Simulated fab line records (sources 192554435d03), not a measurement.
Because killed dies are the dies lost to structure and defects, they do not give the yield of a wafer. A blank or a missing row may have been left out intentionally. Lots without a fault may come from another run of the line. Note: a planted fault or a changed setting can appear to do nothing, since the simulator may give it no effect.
Problem report, 8D (eight disciplines) form, completed by code / flow n5 finfet / the parts of the form that need people (team, actions taken, sign-off) are left out

## 1. THE ISSUE
At N5_BEOL_M1_OCD_MEAS_38, trench depth nm averages 8.7 nm over 3 wafers from 3 lots, while fault-free wafers read 55.3 nm, standard deviation 1.1. That is -42 standard deviations from the usual mean.
Seen first at day 9 04:26 on ocd-02, wafer L328.1. At this step, 23 wafers from 8 lots have a number in the record. Rule for "out", or "out of limits": more than 4 standard deviations from the usual mean. All remaining wafers that have a number are taken as sound.

## 2. WHAT IT IS; WHAT IT IS NOT
question=which readings at this step | is=trench depth nm | is not=-
question=which lots | is=L328, L329, L331 | is not=L319, L334, L336, L340, L342
question=which wafers of those lots | is=L328.1, L329.1, L331.1 | is not=L328.2, L329.2, L329.3, L331.2, L331.4
question=read on which gauges | is=ocd-01, ocd-02 | is not=-
question=when | is=from day 9 04:26 | is not=up to then (4 sound wafers); but 16 sound wafers of L329, L331, L334, L336, L340, L342 came after

## 3. WHAT RULES OUT EACH SUSPECT
Counting: a tool at a process step up to the reading stays a suspect if it ran every lot that is out. Sound lots after the first of them don't rule it out here, since some wafers of a struck lot are sound.
- the gauge at N5_BEOL_M1_OCD_MEAS_38 has been ruled out. The wafers that are out were read on 2 gauges (ocd-01, ocd-02).
- pvd sputter-01 at N5_BEOL_M1_HM_DEP_02 (deposits TiN, target thk 20 nm): kept. It ran every lot that is out, first L328 (day 8 03:56); its last sound lot up to then is L319 (day 6 09:08).
Left after counting: pvd sputter-01 at N5_BEOL_M1_HM_DEP_02.

## 4. THE CAUSE (what the simulator had put in)
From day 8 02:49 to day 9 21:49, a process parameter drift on pvd sputter-01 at N5_BEOL_M1_HM_DEP_02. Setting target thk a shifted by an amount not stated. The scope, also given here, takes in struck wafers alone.
This tool alone remained once counting was done.

## 5. THE EFFECT CHAIN, in route order
Rows list readings where the struck wafers' mean (over those with a number) sits beyond 3 standard deviations from the usual. Readings are gone through only where the record gives a usual standard deviation; hours: the median, over the lots, of the time from a lot's start at the first step in this table giving one to that lot's start at this step; sigmas: the change measured in usual standard deviations.
hours=0; step=N5_BEOL_M1_ETCHBACK_99; reading=oes product au; usual=0.79 a.u.; on struck wafers=0.34; change=-0.45; sigmas=-5.1
hours=0; step=N5_BEOL_M1_OCD_MEAS_38; reading=trench depth nm; usual=55.3 nm; on struck wafers=8.7; change=-46.6; sigmas=-42
hours=152; step=N5_PASSIVATION_PROBE_49; reading=defect limited yield; usual=91.2 %; on struck wafers=12.6; change=-78.6; sigmas=-52
hours=152; step=N5_PASSIVATION_PROBE_49; reading=killed_at_M0_to_M3; usual=34; on struck wafers=962; change=+928; sigmas=+84
hours=152; step=N5_PASSIVATION_PROBE_49; reading=killed dies; usual=103; on struck wafers=1032; change=+929; sigmas=+52
hours=152; step=N5_PASSIVATION_PROBE_49; reading=killed on rim; usual=14; on struck wafers=116; change=+102; sigmas=+25
hours=152; step=N5_PASSIVATION_PROBE_49; reading=sort_bin_5_function; usual=5.1 %; on struck wafers=83.6; change=+78.5; sigmas=+78
hours=152; step=N5_PASSIVATION_PROBE_49; reading=sort n pass; usual=1076; on struck wafers=148; change=-928; sigmas=-52
hours=152; step=N5_PASSIVATION_PROBE_49; reading=sort yield pct; usual=91.2 %; on struck wafers=12.6; change=-78.6; sigmas=-52
Process steps it contains:
- N5_BEOL_M1_ETCHBACK_99: etches SiO2 in CHF3, target depth 5 nm, time 10.4 s.
- N5_PASSIVATION_PROBE_49
Readings that are blank on the struck wafers while sound wafers have them: cd nm at N5_BEOL_M1_CD_MEAS_35; M1_THK at N5_BEOL_M1_THK_MEAS_53.

## 6. HOW IT WOULD HAVE BEEN CAUGHT EARLIER
Counted from the fault's start at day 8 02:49, it took 26 hours until the first out-of-limits reading at a measuring or inspecting step in this record, taken at day 9 04:26.
Of the tool readings at N5_BEOL_M1_HM_DEP_02 for which the record gives a usual standard deviation, none was out on any struck wafer, so an alarm limit of 4 standard deviations on them would not have fired.
Each of the lots that are out, 3 in all, had begun N5_BEOL_M1_HM_DEP_02 on pvd sputter-01 no later than day 9 04:26. Holding the tool at that point would not have protected any of them.
